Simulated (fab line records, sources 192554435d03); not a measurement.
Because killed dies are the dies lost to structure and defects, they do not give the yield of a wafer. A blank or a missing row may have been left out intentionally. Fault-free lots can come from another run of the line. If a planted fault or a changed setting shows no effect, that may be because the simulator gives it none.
A single fault, viewed from 2 desks	flow n5Finfet	what lay behind the numbers comes last; until then each desk has only its own
Where a reading is given only as a bound, like >300, the bound stands for it, and a mean or a difference that rests on one is marked > or <: the true number lies beyond.

THE DEFECT DESK
Per lot, the means of the sampled wafers with a number show what the inspections along the route counted. Any lot whose mean is over 4 standard deviations away from the usual mean is out of limits and marked OUT; that distance is given in the brackets.
Columns: A = rawDefectCount at N5_MIM_TOP_LITHO_INSPECT_12, usual 2.3
lot	first seen here	A
L502	day 12 16:41	3.3
L515	day 15 18:51	1.0
L513	day 15 20:07	>300 (+99 or more) OUT
L517	day 16 07:55	>300 (+99 or more) OUT
This desk's verdict: out of limits on L513, L517, starting with L513 at day 15 20:07 (rawDefectCount at N5_MIM_TOP_LITHO_INSPECT_12). L502, L515 stayed within limits.

DESK OF THE TOOL OWNER: pvdSputter-02
The tool's own readings at N5_MIM_BOT_SPUTTER_00 (material TiN, target thk 35 nm, time 89.7 s): means of the sampled wafers that have a number, for each lot that ran on this tool. Any lot whose mean is over 4 standard deviations away from the usual mean is out of limits and marked OUT; that distance is given in the brackets.
Columns: A = throttleValvePct at N5_MIM_BOT_SPUTTER_00, usual 30.0 %
lot	first seen here	A
L502	day 12 14:19	29.9
L515	day 15 15:51	30.0
L513	day 15 18:40	29.8
L517	day 16 04:52	29.9
This desk's verdict: no lot among the 4 shows anything out of limits.

PUT TOGETHER
The defect desk could have raised an alarm at day 15 20:07, on L513, L517.
The desk of the tool owner found nothing out of limits.
The tool owner's desk has L513, L517 on record, within its limits.
The lots listed all ran N5_MIM_BOT_SPUTTER_00 on pvdSputter-02.

WHAT THE SIMULATOR HAD PUT IN
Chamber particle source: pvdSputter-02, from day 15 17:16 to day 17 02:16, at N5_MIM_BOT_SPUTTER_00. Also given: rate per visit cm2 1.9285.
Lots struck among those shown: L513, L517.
Hours from the fault's start to each desk's first reading out of limits: the defect desk, 3.
